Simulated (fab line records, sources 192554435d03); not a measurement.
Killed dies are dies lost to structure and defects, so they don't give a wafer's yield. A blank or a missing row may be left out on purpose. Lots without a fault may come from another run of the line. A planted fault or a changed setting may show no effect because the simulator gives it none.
fab line records | flow n5_finfet
record lots=7 wafers=39
route steps=1938 shown BEOL_M15@1809
start_h: hours from the record's first day to the start of the lot's first wafer shown | wait_h: hours since the lot's step before | " the same as in the row above | L1.1+2: a row that stands for several wafers | - no value, or no start given | * or withheld: withheld | < > ~ a bound
route shown NAME@n: a module of which the file shows steps, and the number in the route of the first | usual: mean/standard deviation of fault-free wafers | same: alike in all rows | chamber/n: place in a boat | sites: the reading at each site | _std_site: their standard deviation | _edge_site: outer sites' mean less inner sites' | radius_mm: how far each site lies from the wafer's centre | mask NAME#n: copy n | behind: the tool/chamber that last shaped the wafer | hold: why the lot was held/for how many hours/how that ended | device: the transistor (n, p or np) that didn't switch | end of line: the same wafers' tests at the end of the route | a step without rows: its recipe alone | killed: dies lost to structure and defects at the first sort, not the wafer's yield | map: a wafer's dies, x killed, . not, _ none there
set.NAME: the setting as run; set.NAME@STEP: as run at that earlier step | model.NAME: the simulator's own value behind a step, which no gauge read
lots whose settings were changed on purpose; a table a step, a row a wafer
## steps
# step N5_BEOL_M15_TRENCH_ETCH_34
# recipe chemistry=C4F8/O2/Ar target=SiO2 target_depth_a=8729.3 he_inner_torr=15 he_outer_torr=30 time_s=199 ion_energy_ev=800 pressure_mtorr=20 source_w=1905 bias_w=2040 Ar_flow_sccm=400 C4F8_flow_sccm=16 O2_flow_sccm=12
# columns lot.wafer tool chamber start_h wait_h set.time_s model.etch.depth_nm model.coat_of_BEOL_M15_COAT_22.thk_nm
L079.1 rie_diel-03 0 293.81 0.0 199 839.9 549.2
L079.2 " 3 " " 313.9 1344 444.2
L079.3 " 1 " " 313.9 1354 448.4
L079.4 " 3 " " 199 851.6 544.8
L079.5 " 0 " " 313.9 1339 448.8
L079.6 " 1 " " 199 854.8 546.4
L080.1 rie_diel-03 3 299.03 0.0 265.3 1153 487.6
L080.2 " 0 " " 265.3 1139 490.2
L080.3 " 1 " " 199 875.1 546.6
L080.4 " 0 " " 199 854.6 547.6
L080.5 " 3 " " 265.3 1144 488.6
L080.6 " 1 " " 199 876 548
L087.1 rie_diel-01 3 360.12 0.0 199 840.3 554.6
L087.2 " 1 " " 199 862.8 541.2
L087.3 " 2 " " 199 882.7 537.2
L087.4 " 0 " " 104.7 459.3 626.8
L087.5 " 0 " " 104.7 457.1 625.4
L087.6 " 1 " " 104.7 452.4 625.6
L089.1 rie_diel-01 1 379.48 0.0 199 854.3 551.8
L089.2 " 0 " " 199 860.6 557.4
L089.3 " 3 " " 280.7 1188 496.2
L089.4 " 2 " " 199 865.6 550.6
L089.5 " 3 " " 280.7 1173 496.2
L089.6 " 2 " " 280.7 1225 481.4
L094.2 rie_diel-03 2 401.37 0.0 199 879.5 543.2
L094.3 " 3 " " 199 882 537.8
L094.4 " 3 " " 199 883.1 537.4
L096.1 rie_diel-01 3 411.76 0.0 199 861 554.8
L096.2 " 2 " " 114 489.2 622.4
L096.3 " 1 " " 114 482.4 624.8
L096.4 " 0 " " 199 865.4 552.2
L096.5 " 0 " " 114 498.5 624.6
L096.6 " 1 " " 199 842.4 553.4
L097.1 rie_diel-02 1 416.89 0.0 199 838.6 543.4
L097.2 " 2 " " 199 928 527
L097.3 " 0 " " 199 863.6 542.8
L097.4 " 3 " " 272.7 1169 485.6
L097.5 " 1 " " 272.7 1149 480.6
L097.6 " 0 " " 272.7 1190 477.6
# step N5_BEOL_M15_STRIP_36
# recipe chemistry=O2 power_w=600 temp_c=60 pressure_mtorr=30 rf_frequency_hz=6e+07 bias_power_w=0 overash_fraction=0.3 o2_flow_sccm=225
# step N5_BEOL_M15_ECD_47
# recipe material=Cu target_thk_a=18600
# step N5_BEOL_M15_ANNEAL_48
# recipe temp_c=225 time_s=90 ambient=N2
# step N5_BEOL_M15_CMP_49
# recipe stop_on=SiO2 t_overpolish_s=4.9 down_force_psi=2 platen_rpm=80 clearing_platen_down_force_psi=2 clearing_platen_rpm=80 post_cmp_clean=cu_alkaline target_thk_nm=850 clearing_platen_pad_velocity_m_s=1.5917 pad_velocity_m_s=1.5917
# columns lot.wafer tool chamber start_h wait_h set.time_s@BEOL_M15_TRENCH_ETCH_34 model.Cu_of_BEOL_M15_ECD_47.thk_nm
L079.3 cmp-02 3 299.89 0.2 313.9 1331
L079.4 " 0 " " 199 827.6
L079.1 " 1 " " 199 816
L079.2 " 2 " " 313.9 1320
L079.6 " 3 " " 199 831
L079.5 " 0 " " 313.9 1316
L080.3 cmp-03 2 303.10 0.3 199 851.2
L080.2 " 3 " " 265.3 1116
L080.1 " 0 " " 265.3 1132
L080.4 " 1 " " 199 834
L080.5 " 2 " " 265.3 1120
L080.6 " 3 " " 199 851.6
L087.2 cmp-02 0 363.47 0.4 199 840.6
L087.4 " 1 " " 104.7 436
L087.1 " 2 " " 199 817
L087.3 " 3 " " 199 859.4
L087.5 " 0 " " 104.7 435.6
L087.6 " 1 " " 104.7 428.8
L089.1 cmp-04 3 385.49 0.3 199 831.2
L089.3 " 0 " " 280.7 1165
L089.4 " 1 " " 199 841.2
L089.2 " 2 " " 199 835.4
L089.6 " 3 " " 280.7 1200
L089.5 " 0 " " 280.7 1150
L094.2 cmp-02 2 409.25 0.3 199 855.8
L094.3 " 0 " " 199 860.8
L094.4 " 1 " " 199 862.4
L096.2 cmp-02 1 414.16 0.2 114 465.4
L096.3 " 2 " " 114 459.4
L096.4 " 3 " " 199 844.6
L096.1 " 0 " " 199 838.6
L096.5 " 1 " " 114 476
L096.6 " 2 " " 199 819.2
L097.4 cmp-03 3 421.86 0.1 272.7 1145
L097.2 " 0 " " 199 907.6
L097.3 " 1 " " 199 842.4
L097.1 " 2 " " 199 814.6
L097.6 " 3 " " 272.7 1167
L097.5 " 0 " " 272.7 1127
# step N5_BEOL_M15_THK_MEAS_50
# recipe thk_meas_gauge=xrf reads=Cu_of_BEOL_M15_ECD_47
# usual M15_THK=841/26
# columns lot.wafer tool chamber start_h wait_h set.time_s@BEOL_M15_TRENCH_ETCH_34 M15_THK[nm]
L079.1 film_metro-01 - 300.18 - 199 818
L079.2 " - " " 313.9 1316
L079.3 " - " " 313.9 1334
L079.4 " - " " 199 830
L079.5 " - " " 313.9 1315
L079.6 " - " " 199 833
L080.1 film_metro-02 - 303.39 - 265.3 1116
L080.2 " - " " 265.3 1108
L080.3 " - " " 199 840
L080.4 " - " " 199 827
L080.5 " - " " 265.3 1109
L080.6 " - " " 199 845
L087.1 film_metro-01 - 363.77 - 199 817
L087.2 " - " " 199 841
L087.3 " - " " 199 860
L087.4 " - " " 104.7 437
L087.5 " - " " 104.7 435
L087.6 " - " " 104.7 429
L089.1 film_metro-02 - 385.78 - 199 832
L089.2 " - " " 199 836
L089.3 " - " " 280.7 1159
L089.4 " - " " 199 839
L089.5 " - " " 280.7 1150
L089.6 " - " " 280.7 1196
L094.2 film_metro-01 - 409.54 - 199 851
L094.3 " - " " 199 857
L094.4 " - " " 199 859
L096.1 film_metro-02 - 414.45 - 199 837
L096.2 " - " " 114 461
L096.3 " - " " 114 455
L096.4 " - " " 199 841
L096.5 " - " " 114 472
L096.6 " - " " 199 817
L097.1 film_metro-02 - 422.15 - 199 811
L097.2 " - " " 199 904
L097.3 " - " " 199 837
L097.4 " - " " 272.7 1146
L097.5 " - " " 272.7 1129
L097.6 " - " " 272.7 1162
# step N5_BEOL_M15_PRE_CLEAN_52
# recipe gas=NH3 time_s=15 temp_c=withheld rf_power_w=300
# step N5_BEOL_M15_DEP_53
# recipe material=SiCN target_thk_a=500 temp_c=withheld precursor=3MS/NH3 pressure_torr=3 rf_w=675 time_s=17.8
# step N5_BEOL_M15_RS_MEAS_54
# recipe thk_meas_gauge=four-point-probe reads=Cu_of_BEOL_M15_ECD_47+Ta_of_BEOL_M15_SPUTTER_44+TaN_of_BEOL_M15_SPUTTER_43
# usual M15_RS=0.0217/0.00063
# columns lot.wafer tool chamber start_h wait_h set.time_s@BEOL_M15_TRENCH_ETCH_34 M15_RS[ohm/sq]
L079.1 film_metro-02 - 300.31 0.0 199 0.0225
L079.2 " - " " 313.9 0.0138
L079.3 " - " " 313.9 0.0137
L079.4 " - " " 199 0.0222
L079.5 " - " " 313.9 0.0138
L079.6 " - " " 199 0.0220
L080.1 film_metro-02 - 303.52 0.0 265.3 0.0161
L080.2 " - " " 265.3 0.0163
L080.3 " - " " 199 0.0215
L080.4 " - " " 199 0.0220
L080.5 " - " " 265.3 0.0163
L080.6 " - " " 199 0.0215
L087.1 film_metro-01 - 363.90 0.0 199 0.0225
L087.2 " - " " 199 0.0219
L087.3 " - " " 199 0.0213
L087.4 " - " " 104.7 0.0428
L087.5 " - " " 104.7 0.0429
L087.6 " - " " 104.7 0.0436
L089.1 film_metro-02 - 385.94 0.1 199 0.0220
L089.2 " - " " 199 0.0219
L089.3 " - " " 280.7 0.0157
L089.4 " - " " 199 0.0217
L089.5 " - " " 280.7 0.0158
L089.6 " - " " 280.7 0.0152
L094.2 film_metro-01 - 409.67 0.1 199 0.0215
L094.3 " - " " 199 0.0214
L094.4 " - " " 199 0.0213
L096.1 film_metro-01 - 414.58 0.0 199 0.0219
L096.2 " - " " 114 0.0400
L096.3 " - " " 114 0.0405
L096.4 " - " " 199 0.0217
L096.5 " - " " 114 0.0391
L096.6 " - " " 199 0.0224
L097.1 film_metro-01 - 422.28 0.0 199 0.0225
L097.2 " - " " 199 0.0202
L097.3 " - " " 199 0.0218
L097.4 " - " " 272.7 0.0160
L097.5 " - " " 272.7 0.0162
L097.6 " - " " 272.7 0.0157
## key
split step=N5_BEOL_M15_TRENCH_ETCH_34 setting=time_s stated=199 by=wafer
response step=N5_BEOL_M15_TRENCH_ETCH_34 reading=model.etch.depth_nm change=+8.41 per=1% r=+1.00
response step=N5_BEOL_M15_TRENCH_ETCH_34 reading=model.coat_of_BEOL_M15_COAT_22.thk_nm change=-1.66 per=1% r=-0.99
response step=N5_BEOL_M15_CMP_49 reading=model.Cu_of_BEOL_M15_ECD_47.thk_nm change=+8.42 per=1% r=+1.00
response step=N5_BEOL_M15_THK_MEAS_50 reading=M15_THK change=+8.4 per=1% r=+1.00
response step=N5_BEOL_M15_RS_MEAS_54 reading=M15_RS shape=bent at_lowest=0.0431 at_stated=0.0218 at_highest=0.0138
